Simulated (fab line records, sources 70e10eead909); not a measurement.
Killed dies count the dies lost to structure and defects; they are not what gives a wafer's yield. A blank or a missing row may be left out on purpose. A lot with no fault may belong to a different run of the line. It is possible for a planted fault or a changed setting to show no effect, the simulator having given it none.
A lot that was struck, set against a sound lot + flow nand harc + 16 out of 1302 route steps
Sound: wafers L725.2, L725.4, L725.5. Struck: wafers L716.4, L716.6. The cause is named last.
For every step that has rows: the tool of each side, followed by ch and its chambers, followed by its first start. Under that, the readings that differ: sound wafers + struck wafers + difference of the means + sigmas: that difference in standard deviations of wafers without a fault.
alike: readings with means less than 2 such deviations apart, plus words and numbers identical on both sides. not compared: withheld readings, readings lacking a value on some wafer, bounds such as >300 that could conceal the same value, and numbers that have no deviation in the record and whose values overlap.
Wherever a step has rows on one side only, a row that says differs or no value, or a row with sigmas, the two part there. Non-overlapping numbers with no deviation appear without sigmas and do not part them. A reading missing from all wafers of one side parts the sides only when that side holds two or more wafers.

NHARC_P_START_INSPECT_01:
  sound on defect inspect-01, day 8 12:02; struck on defect inspect-01, day 4 18:02
  alike: raw defect count
then, 10 steps without rows for these wafers: NHARC_P_ZERO_WELL_PRECLEAN_00 (cleans in SPM, time 600 s); NHARC_P_ZERO_WELL_SRD_01; NHARC_P_ZERO_WELL_PECVD_02 (deposits SiO2, target thk 10 nm); NHARC_P_ZERO_WELL_DEHYDRATE_03 (time 120 s); NHARC_P_ZERO_WELL_HMDS_04 (time 30 s); NHARC_P_ZERO_WELL_COAT_64 (time 65 s); NHARC_P_ZERO_WELL_COAT_05 (resist thk 600 nm); NHARC_P_ZERO_WELL_SOFTBAKE_06 (time 70 s); NHARC_P_ZERO_WELL_EBR_07; NHARC_P_ZERO_WELL_EXPOSE_08 (exposes mask P ZERO, target cd 500 nm).
NHARC_P_ZERO_WELL_PEB_09: peb time 80 s.
  sound on litho track-03 ch 0, day 8 13:02; struck on litho track-03 ch 0, day 4 19:13
then, 1 step without rows for these wafers: NHARC_P_ZERO_WELL_DEVELOP_10 (time 50 s).
NHARC_P_ZERO_WELL_CD_MEAS_11: target cd 500 nm.
  sound on cd sem-03 ch 0, day 8 13:07; struck on cd sem-01 ch 0, day 4 19:19
| reading    | sound             | struck      | difference | sigmas |
|------------|-------------------|-------------|------------|--------|
| cd nm (nm) | 498.9 502.1 498.5 | 507.4 510.1 | +8.9       | +4     |
then, 2 steps without rows for these wafers: NHARC_P_ZERO_WELL_HARDBAKE_12 (time 65 s); NHARC_END_SORT_01.

WHERE THEY PART
Only at NHARC_P_ZERO_WELL_CD_MEAS_11, within this record.

WHY: what had been put in by the simulator
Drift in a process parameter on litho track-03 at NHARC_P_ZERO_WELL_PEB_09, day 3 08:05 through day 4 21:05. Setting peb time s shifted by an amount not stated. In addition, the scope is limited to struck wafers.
